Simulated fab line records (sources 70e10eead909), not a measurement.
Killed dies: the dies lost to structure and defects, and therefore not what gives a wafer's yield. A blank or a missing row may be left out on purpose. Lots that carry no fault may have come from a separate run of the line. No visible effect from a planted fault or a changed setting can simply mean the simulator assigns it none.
fab line records	flow nandHarc
record lots=6	wafers=18	lastDay=33
route steps=1302 shown A_ONON_D2@569 A_CHANNEL_HOLE_D2@570 END@1302
lots that met no fault: taken from a fault-free run of the same line
startH: hours from the record's first day to the start of the lot's first wafer shown	waitH: hours from the lot's prior step to this one	" identical to the entry in the row above	L1.1+2: one row covering several wafers at once	- either no value or no given start	* or withheld: withheld	< > ~ a bound
route shown NAME@n: names a module that has steps shown in the file, with the first one's number in the route	usual: mean/standard deviation taken from wafers without a fault	same: alike in all rows	chamber/n: place in a boat	sites: readings site by site	_std_site: the values' standard deviation	_edge_site: outer sites' mean less inner sites'	radiusMm: how far each site lies from the wafer's centre	mask NAME#n: copy n	behind: tool/chamber where the wafer was last shaped	hold: cause of the lot's hold/its duration in hours/its outcome	device: names the non-switching transistor (n, p or np)	end of line: tests of these same wafers at the route's end	for a step that has no rows: nothing shown but its recipe	killed: not the wafer's yield, but the dies lost to structure and defects at the first sort	map: dies across one wafer; x = killed, . = not, _ = none there
set.NAME: setting as actually run; set.NAME@STEP: the setting as run at that earlier step	model.NAME: the simulator's own value behind a step, which no gauge read
certain route steps with their lots: each step a table, each wafer a row
services: a tool's chamber out of use, with start hour (startH, from the record's first day; less than 0 if before it), hours out, and reason
## steps
# step NHARC_A_ONON_D2_INSPECT_32
# usual rawDefectCount=382/150
lot.wafer	tool	chamber	startH	waitH	rawDefectCount
L427.3	defectInspect-01	-	332.64	0.0	254
L427.4	"	-	"	"	192
L427.6	"	-	"	"	345
L428.1	defectInspect-01	-	346.12	0.1	557
L428.4	"	-	"	"	434
L428.5	"	-	"	"	390
L438.1	defectInspect-02	-	426.59	0.0	454
L438.5	"	-	"	"	473
L438.6	"	-	"	"	685
L439.1	defectInspect-01	-	446.32	0.0	497
L439.2	"	-	"	"	369
L439.6	"	-	"	"	538
L440.1	defectInspect-02	-	458.07	0.0	459
L440.3	"	-	"	"	209
L440.4	"	-	"	"	193
L445.2	defectInspect-02	-	505.65	0.0	255
L445.4	"	-	"	"	197
L445.6	"	-	"	"	223
# step NHARC_A_CHANNEL_HOLE_D2_DEP_00
# recipe targetThkA=31000	tempC=400	material=aC
# usual throttleValvePct=35.000/0.0089
lot.wafer	tool	chamber	startH	waitH	throttleValvePct
L427.3	aclDep-03	0	334.09	1.4	35.001
L427.4	"	0	"	"	34.996
L427.6	"	0	"	"	35.003
L428.1	aclDep-01	0	346.19	0.1	35.002
L428.4	"	0	"	"	34.995
L428.5	"	0	"	"	34.998
L438.1	aclDep-03	0	426.66	0.1	35.003
L438.5	"	0	427.94	1.3	35.015
L438.6	"	0	"	"	34.998
L439.1	aclDep-03	0	448.94	2.6	34.992
L439.2	"	0	"	"	34.990
L439.6	"	0	450.50	4.2	35.018
L440.1	aclDep-01	0	458.63	0.6	34.990
L440.3	"	0	"	"	34.993
L440.4	"	0	"	"	34.998
L445.2	aclDep-02	0	506.83	1.2	35.006
L445.4	"	0	"	"	34.986
L445.6	"	0	"	"	35.003
# step NHARC_A_CHANNEL_HOLE_D2_DEP_01
# recipe targetThkA=1400	targetThkNm=140	tempC=400	pressureTorr=3.5	flowSccm=200	rfW=350	material=SiON
# usual heaterPowerOuterW=463/82	heaterPowerW=790/110
lot.wafer	tool	chamber	startH	waitH	heaterPowerOuterW	heaterPowerW
L427.3	pecvd-04	0	335.42	1.0	407	759
L427.4	"	2	"	"	611	980
L427.6	"	0	"	"	428	779
L428.1	pecvd-04	0	348.19	1.7	500	872
L428.4	"	1	"	"	322	601
L428.5	"	2	"	"	527	890
L438.1	pecvd-01	0	428.60	1.6	395	690
L438.5	"	0	"	"	407	677
L438.6	"	1	"	"	436	705
L439.1	pecvd-01	1	450.84	1.6	524	807
L439.2	"	0	"	"	363	657
L439.6	"	1	"	"	407	687
L440.1	pecvd-02	1	460.59	1.6	555	858
L440.3	"	2	"	"	507	926
L440.4	"	1	"	"	579	910
L445.2	pecvd-02	0	508.45	1.3	397	722
L445.4	"	1	"	"	576	930
L445.6	"	2	"	"	572	972
# step NHARC_A_CHANNEL_HOLE_D2_DEHYDRATE_02
# recipe tempC=150	timeS=120
# step NHARC_A_CHANNEL_HOLE_D2_HMDS_03
# recipe timeS=30
# step NHARC_A_CHANNEL_HOLE_D2_COAT_36
# recipe tempC=260	timeS=75
# step NHARC_A_CHANNEL_HOLE_D2_COAT_37
# recipe tempC=225	timeS=65
# step NHARC_A_CHANNEL_HOLE_D2_COAT_04
# recipe spinRpm=1500	resistThkNm=90
# step NHARC_A_CHANNEL_HOLE_D2_SOFTBAKE_05
# recipe tempC=105	timeS=55
# step NHARC_A_CHANNEL_HOLE_D2_EBR_06
# step NHARC_A_CHANNEL_HOLE_D2_EXPOSE_07
# recipe na=1.35	targetCdNm=100	sigmaOuter=0.3	doseMj=59.65	maskId=HOLE_D2
# step NHARC_A_CHANNEL_HOLE_D2_PEB_08
# recipe pebTempC=100	pebTimeS=65
# usual heaterPowerTotalW=156.6/0.43
lot.wafer	tool	chamber	startH	waitH	heaterPowerTotalW
L427.3	lithoTrack-04	0	336.03	0.0	162.0
L427.4	"	0	"	"	162.0
L427.6	"	0	"	"	161.8
L428.1	lithoTrack-04	0	348.78	0.1	162.7
L428.4	"	0	"	"	162.9
L428.5	"	0	"	"	161.8
L438.1	lithoTrack-04	0	429.24	0.1	156.8
L438.5	"	0	"	"	156.3
L438.6	"	0	"	"	157.1
L439.1	lithoTrack-06	0	451.36	0.1	156.8
L439.2	"	0	"	"	156.0
L439.6	"	0	"	"	157.2
L440.1	lithoTrack-04	0	461.20	0.1	157.2
L440.3	"	0	"	"	155.9
L440.4	"	0	"	"	157.1
L445.2	lithoTrack-06	0	509.09	0.1	156.5
L445.4	"	0	"	"	157.0
L445.6	"	0	"	"	156.0
# step NHARC_A_CHANNEL_HOLE_D2_DEVELOP_09
# recipe developTimeS=35	devTempC=23
# step NHARC_A_CHANNEL_HOLE_D2_CD_MEAS_10
# recipe targetCdNm=100	landingEnergyEv=500
# usual cdNm=100.1/0.54
lot.wafer	tool	chamber	startH	waitH	cdNm
L427.3	cdSem-02	0	336.12	-	98.9
L427.4	"	0	"	"	97.9
L427.6	"	0	"	"	97.9
L428.1	cdSem-03	0	348.86	-	98.0
L428.4	"	0	"	"	97.9
L428.5	"	0	"	"	98.0
L438.1	cdSem-01	0	429.32	-	99.9
L438.5	"	0	"	"	100.1
L438.6	"	0	"	"	100.5
L439.1	cdSem-03	0	451.44	-	99.3
L439.2	"	0	"	"	99.5
L439.6	"	0	"	"	99.1
L440.1	cdSem-02	0	461.28	-	100.1
L440.3	"	0	"	"	99.9
L440.4	"	0	"	"	100.2
L445.2	cdSem-01	0	509.17	-	99.6
L445.4	"	0	"	"	99.3
L445.6	"	0	"	"	99.9
# step NHARC_A_CHANNEL_HOLE_D2_OVL_MEAS_11
# usual overlayXNm=-0.1/0.84	overlayYNm=0.2/0.93
lot.wafer	tool	chamber	startH	waitH	overlayXNm	overlayYNm
L427.3	overlay-02	-	336.20	-	-0.5	0.6
L427.4	"	-	"	"	-0.7	0.3
L427.6	"	-	"	"	-1.1	0.8
L428.1	overlay-01	-	348.94	-	-1.4	-0.2
L428.4	"	-	"	"	-1.0	0.2
L428.5	"	-	"	"	-1.0	0.4
L438.1	overlay-02	-	429.41	-	0.2	-0.1
L438.5	"	-	"	"	-0.4	0.0
L438.6	"	-	"	"	-0.3	-0.7
L439.1	overlay-01	-	451.52	-	-0.5	1.5
L439.2	"	-	"	"	-0.6	0.9
L439.6	"	-	"	"	-1.1	0.9
L440.1	overlay-01	-	461.37	-	-0.2	-1.4
L440.3	"	-	"	"	0.1	-1.4
L440.4	"	-	"	"	-0.7	-1.7
L445.2	overlay-02	-	509.26	-	-0.1	-0.4
L445.4	"	-	"	"	0.3	0.2
L445.6	"	-	"	"	-0.1	-0.2
# step NHARC_A_CHANNEL_HOLE_D2_INSPECT_12
# usual rawDefectCount=31/23
lot.wafer	tool	chamber	startH	waitH	rawDefectCount
L427.3	defectInspect-02	-	336.24	0.0	5
L427.4	"	-	"	"	7
L427.6	"	-	"	"	10
L428.1	defectInspect-02	-	348.98	0.0	45
L428.4	"	-	"	"	63
L428.5	"	-	"	"	61
L438.1	defectInspect-02	-	429.45	0.0	18
L438.5	"	-	"	"	15
L438.6	"	-	"	"	18
L439.1	defectInspect-02	-	451.56	0.0	52
L439.2	"	-	"	"	71
L439.6	"	-	"	"	58
L440.1	defectInspect-02	-	461.40	0.0	24
L440.3	"	-	"	"	10
L440.4	"	-	"	"	22
L445.2	defectInspect-01	-	509.29	0.0	34
L445.4	"	-	"	"	24
L445.6	"	-	"	"	27
# step NHARC_A_CHANNEL_HOLE_D2_DESCUM_15
# recipe timeS=3	o2FlowSccm=200	arFlowSccm=0	biasPowerW=0	chemistry=O2
# usual drypumpMotorCurrentA=5.9/0.41	oesProductAu=1.000/0.0089	rfVppV=57.8/0.95	showerheadPlenumPTorr=1.92/0.078	throttleValvePct=11.311/0.0089
lot.wafer	tool	chamber	startH	waitH	drypumpMotorCurrentA	oesProductAu	rfHoursCounterH	rfVppV	showerheadPlenumPTorr	throttleValvePct	model.A_CHANNEL_HOLE_D2.cdNm
L427.3	rieDiel-01	2	336.31	0.1	5.4	1.002	6.0	59.0	1.92	11.311	98.43
L427.4	"	3	"	"	6.5	0.995	5.8	56.6	1.86	11.326	97.66
L427.6	"	1	"	"	5.5	0.995	-	56.2	1.85	11.320	97.78
L428.1	rieDiel-02	3	349.06	0.1	5.8	0.995	8.5	58.9	1.95	11.322	97.02
L428.4	"	0	"	"	5.8	1.004	9.5	58.1	2.03	11.312	97.86
L428.5	"	1	"	"	5.6	0.985	-	58.2	1.98	11.309	98.8
L438.1	rieDiel-02	3	429.52	0.1	5.8	1.010	2.6	57.4	1.95	11.311	100.7
L438.5	"	2	"	"	5.9	1.013	-	59.4	1.84	11.313	99.97
L438.6	"	3	"	"	5.8	1.008	-	57.7	1.95	11.316	100.8
L439.2	rieDiel-06	2	451.62	0.1	6.0	1.008	7.2	55.2	1.87	11.330	99.02
L439.1	"	3	"	"	5.4	0.999	7.5	58.8	1.95	11.311	99.26
L439.6	"	0	"	"	6.6	1.003	-	57.3	1.80	11.306	98.75
L440.4	rieDiel-06	1	461.47	0.1	5.9	0.989	6.5	56.8	1.80	11.309	100.6
L440.1	"	3	"	"	5.4	1.005	8.3	58.0	1.95	11.314	99.68
L440.3	"	0	"	"	6.6	0.996	8.2	57.7	1.80	11.304	99.96
L445.2	rieDiel-02	3	509.37	0.1	5.8	1.005	6.4	58.4	1.95	11.318	99.42
L445.4	"	0	"	"	5.8	1.009	5.8	57.7	2.03	11.291	99.95
L445.6	"	3	"	"	5.8	1.000	-	57.6	1.95	11.303	100.1
# step NHARC_A_CHANNEL_HOLE_D2_ETCH_38
# recipe targetDepthA=390	overEtchFrac=0.3	timeS=65	ionEnergyEv=80	cf4FlowSccm=150	arFlowSccm=0	rfW=300	biasW=100	chemistry=CF4
# usual cf4FlowSccm=150.0/0.47	drypumpMotorCurrentA=5.9/0.41	oesProductAu=0.999/0.0093	rfVppV=151.3/1.1	showerheadPlenumPTorr=1.77/0.066	throttleValvePct=13.284/0.0099
lot.wafer	tool	chamber	startH	waitH	cf4FlowSccm	drypumpMotorCurrentA	oesProductAu	rfHoursCounterH	rfVppV	showerheadPlenumPTorr	throttleValvePct	model.A_CHANNEL_HOLE_D2.cdNm
L427.3	rieDiel-01	1	336.38	0.1	148.9	5.5	1.003	5.4	151.2	1.71	13.308	98.48
L427.4	"	0	"	"	150.5	6.4	1.007	5.3	152.2	1.88	13.279	97.44
L427.6	"	2	"	"	150.6	5.4	1.008	-	153.3	1.77	13.295	97.64
L428.1	rieDiel-02	1	349.13	0.1	149.6	5.6	0.979	6.6	151.4	1.83	13.281	97.16
L428.4	"	2	"	"	150.6	5.9	0.982	8.1	150.1	1.70	13.283	97.88
L428.5	"	2	"	"	150.3	5.9	0.989	-	150.8	1.70	13.281	98.65
L438.1	rieDiel-02	0	429.63	0.1	149.2	5.8	1.005	2.4	152.1	1.87	13.278	100.6
L438.6	"	2	"	"	150.2	5.9	1.010	-	149.5	1.70	13.283	100.7
L438.5	"	0	"	"	150.0	5.8	1.008	-	153.6	1.87	13.280	99.94
L439.2	rieDiel-06	2	451.73	0.1	149.9	5.9	0.995	7.2	150.5	1.74	13.282	99.09
L439.1	"	3	"	"	150.9	5.4	0.993	7.5	151.6	1.80	13.285	99.35
L439.6	"	0	"	"	150.2	6.6	0.991	-	151.1	1.67	13.280	98.61
L440.4	rieDiel-06	3	461.56	0.1	149.8	5.4	1.006	8.3	151.4	1.80	13.288	100.5
L440.1	"	0	"	"	149.4	6.6	1.000	8.2	150.1	1.67	13.285	99.39
L440.3	"	1	"	"	150.1	5.9	0.996	6.5	151.5	1.67	13.287	99.77
L445.2	rieDiel-02	2	509.45	0.1	150.1	5.9	0.991	6.1	151.3	1.70	13.293	99.08
L445.4	"	0	"	"	148.9	5.8	1.004	5.8	152.0	1.86	13.277	99.56
L445.6	"	3	"	"	150.0	5.8	1.009	-	151.6	1.80	13.263	100.1
# step NHARC_A_CHANNEL_HOLE_D2_ETCH_39
# recipe targetDepthA=2600	overEtchFrac=0.3	timeS=325	ionEnergyEv=200	n2FlowSccm=150	h2FlowSccm=150	arFlowSccm=0	rfW=400	biasW=150	chemistry=N2/H2
# usual drypumpMotorCurrentA=5.9/0.42	oesProductAu=0.999/0.0085	rfVppV=430.7/2.4	showerheadPlenumPTorr=2.04/0.083	throttleValvePct=14.170/0.0088
lot.wafer	tool	chamber	startH	waitH	drypumpMotorCurrentA	oesProductAu	rfHoursCounterH	rfVppV	showerheadPlenumPTorr	throttleValvePct
L427.4	rieDiel-01	0	-	-	6.4	1.006	5.3	433.4	2.18	14.169
L427.3	"	1	"	"	5.5	0.998	5.5	429.1	1.97	14.175
L427.6	"	0	"	"	6.4	0.997	-	434.2	2.18	14.156
L428.4	rieDiel-02	1	-	-	5.6	0.999	6.7	433.6	2.11	14.171
L428.1	"	3	"	"	5.8	1.005	8.6	430.7	2.08	14.176
L428.5	"	2	"	"	5.9	1.001	-	428.0	1.96	14.167
L438.1	rieDiel-02	0	-	-	5.8	0.998	2.5	435.9	2.16	14.161
L438.5	"	0	"	"	5.8	0.997	-	433.6	2.16	14.176
L438.6	"	3	"	"	5.8	0.990	-	430.8	2.08	14.166
L439.2	rieDiel-06	3	-	-	5.4	1.006	7.6	431.8	2.08	14.168
L439.1	"	2	"	"	5.9	1.006	7.3	431.0	2.00	14.160
L439.6	"	2	"	"	5.9	1.006	-	429.3	2.00	14.164
L440.3	rieDiel-06	2	-	-	5.9	1.010	8.1	428.4	2.00	14.168
L440.4	"	3	"	"	5.4	1.010	8.4	432.4	2.08	14.178
L440.1	"	1	"	"	5.9	1.002	6.6	426.0	1.92	14.158
L445.4	rieDiel-02	2	-	-	5.9	0.999	6.1	428.8	1.95	14.159
L445.2	"	0	"	"	5.8	1.005	5.8	434.3	2.16	14.158
L445.6	"	1	"	"	5.6	0.990	-	432.7	2.11	14.165
# step NHARC_END_SORT_01
# recipe tempC=25
# usual killedAtArray=59/20	killedAtOther=0.8/1	killedAtPeriphery=3.2/2.1	killedDies=63/21	killedOpen=3.0/1.9	killedShort=2.3/1.5
# same grossDies=677
lot.wafer	tool	chamber	startH	waitH	killedAtArray	killedAtOther	killedAtPeriphery	killedDies	killedOpen	killedShort
L427.3	prober-02	0	599.21	3.1	24	2	1	27	2	1
L427.4	prober-02	0	600.01	3.4	27	0	5	32	3	2
L427.6	prober-02	0	601.60	4.0	24	0	4	28	4	2
L428.1	prober-02	0	615.21	2.5	89	0	4	93	2	1
L428.4	prober-02	0	617.64	3.4	85	0	6	91	4	4
L428.5	prober-02	0	618.45	3.7	81	1	3	85	1	2
L445.2	prober-01	0	780.47	2.8	73	0	6	79	3	2
L445.4	prober-01	0	782.07	3.4	60	1	3	64	1	4
L445.6	prober-01	0	783.66	4.0	66	0	4	70	3	2
# killed by level:class
L427.3 A_CHANNEL_HOLE_D2:chamberFilmFlake=8 A_CHANNEL_HOLE_D1:chamberFilmFlake=3 A_CHANNEL_FILL_D2:chamberFilmFlake=3 A_WL_FILL:chamberFilmFlake=3 A_DECK1_JOINT:chamberFilmFlake=2 THIN_TSV:chamberFilmFlake=2 P_M0:geometricParticle:short=1 A_DECK1_JOINT:geometricParticle:open=1
L427.4 A_CHANNEL_HOLE_D2:chamberFilmFlake=8 A_CONTACT:chamberFilmFlake=6 A_CHANNEL_HOLE_D1:chamberFilmFlake=4 P_STI:chamberFilmFlake=3 A_STAIRCASE:chamberFilmFlake=2 P_M1:geometricParticle:open=1 A_DECK1_JOINT:geometricParticle:open=1 A_ONON_D2:geometricParticle:short=1
L427.6 A_CHANNEL_HOLE_D1:chamberFilmFlake=7 A_CHANNEL_HOLE_D2:chamberFilmFlake=7 A_CHANNEL_FILL_D2:geometricParticle:open=2 P_GATE:chamberFilmFlake=2 A_CONTACT:chamberFilmFlake=2 P_GATE:geometricParticle:short=1 P_CONTACT:geometricParticle:open=1 A_CHANNEL_FILL_D1:geometricParticle:short=1
L428.1 A_SLIT:chamberFilmFlake=33 A_CHANNEL_HOLE_D1:chamberFilmFlake=27 A_CHANNEL_HOLE_D2:chamberFilmFlake=15 A_CONTACT:chamberFilmFlake=5 A_STAIRCASE:chamberFilmFlake=4 P_STI:chamberFilmFlake=3 A_WL_FILL:chamberFilmFlake=2 A_DECK1_JOINT:geometricParticle:open=1
L428.4 A_CHANNEL_HOLE_D1:chamberFilmFlake=32 A_SLIT:chamberFilmFlake=26 A_CHANNEL_HOLE_D2:chamberFilmFlake=11 A_STAIRCASE:chamberFilmFlake=5 A_CHANNEL_FILL_D1:geometricParticle:short=3 P_ZERO_WELL:chamberFilmFlake=3 A_WL_FILL:chamberFilmFlake=2 P_M0:geometricParticle:open=1
L428.5 A_CHANNEL_HOLE_D1:chamberFilmFlake=30 A_SLIT:chamberFilmFlake=29 A_CHANNEL_HOLE_D2:chamberFilmFlake=11 A_STAIRCASE:chamberFilmFlake=3 P_ZERO_WELL:chamberFilmFlake=2 A_CONTACT:chamberFilmFlake=2 A_SOURCE_PLATE:geometricParticle:short=1 A_CHANNEL_FILL_D1:geometricParticle:open=1
L445.2 A_CHANNEL_HOLE_D2:chamberFilmFlake=29 A_CHANNEL_HOLE_D1:chamberFilmFlake=19 A_SLIT:chamberFilmFlake=9 A_CONTACT:chamberFilmFlake=8 P_GATE:chamberFilmFlake=6 A_CHANNEL_FILL_D2:geometricParticle:open=2 A_STAIRCASE:chamberFilmFlake=2 A_CHANNEL_FILL_D1:geometricParticle:short=1
L445.4 A_CHANNEL_HOLE_D2:chamberFilmFlake=25 A_CHANNEL_HOLE_D1:chamberFilmFlake=19 A_SLIT:chamberFilmFlake=5 A_CONTACT:chamberFilmFlake=5 P_STI:geometricParticle:short=1 A_ONON_D1:geometricParticle:open=1 A_ONON_D2:geometricParticle:short=1 A_M0:geometricParticle:short=1
L445.6 A_CHANNEL_HOLE_D2:chamberFilmFlake=32 A_CHANNEL_HOLE_D1:chamberFilmFlake=11 A_SLIT:chamberFilmFlake=9 A_CONTACT:chamberFilmFlake=5 A_STAIRCASE:chamberFilmFlake=3 A_ONON_D2:geometricParticle:open=2 P_GATE:geometricParticle:open=1 A_CHANNEL_FILL_D2:geometricParticle:short=1
## services
tool	chamber	startH	hours	kind
pecvd-01	-	311.00	13.0	pm
rieDiel-06	1	329.53	7.0	repair
rieDiel-06	0	337.37	7.7	repair
rieDiel-06	3	347.07	5.3	repair
rieDiel-02	0	351.21	20.1	repair
lithoTrack-06	-	354.00	7.0	pm
rieDiel-06	2	366.44	3.8	repair
aclDep-01	-	367.71	13.0	pm
lithoTrack-04	-	378.00	7.0	pm
rieDiel-02	-	393.94	9.0	pm
rieDiel-01	-	395.71	9.0	pm
pecvd-02	-	416.97	13.0	pm
pecvd-04	1	425.09	23.7	repair
rieDiel-01	-	426.43	1.0	repair
rieDiel-02	1	428.77	2.6	repair
pecvd-01	0	435.41	12.2	repair
pecvd-04	-	450.00	13.0	pm
rieDiel-06	1	451.07	3.7	repair
rieDiel-02	-	477.74	0.5	repair
rieDiel-06	-	484.21	9.0	pm
aclDep-03	-	486.19	13.0	pm
rieDiel-06	2	493.26	16.8	repair
rieDiel-06	3	499.05	7.2	repair
rieDiel-01	1	499.19	7.7	repair
## key
firstSign step=NHARC_A_CHANNEL_HOLE_D2_PEB_08	reading=heaterPowerTotalW	direction=up	sigmas=13	usual=*	struck=*
effect step=NHARC_A_CHANNEL_HOLE_D2_CD_MEAS_10	reading=cdNm	direction=down	sigmas=3.7	usual=100.1	struck=98.1
modelEffect step=NHARC_A_CHANNEL_HOLE_D2_DESCUM_15	value=A_CHANNEL_HOLE_D2.cdNm	without=99.91	struck=97.92
modelEffect step=NHARC_A_CHANNEL_HOLE_D2_ETCH_38	value=A_CHANNEL_HOLE_D2.cdNm	without=99.86	struck=97.87
metAt NHARC_A_CHANNEL_HOLE_D2_PEB_08
struckWafers L427.3,L427.4,L427.6,L428.1,L428.4,L428.5
testerLeftOut L427,L428
fault kind=processParameterDrift	tool=lithoTrack-04	chamber=-	onsetH=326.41	steps=NHARC_A_CHANNEL_HOLE_D2_PEB_08	channel=pebTimeS	offset=*	shape=step	endH=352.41	actsIn=*	stated=*
# testerLeftOut: of these lots the tester's yield and bins aren't shown, on N5 and GAA mostly nor the transistor test; their killed dies are dies lost to structure and defects alone, not to doping, threshold or leakage, so they don't give the yield
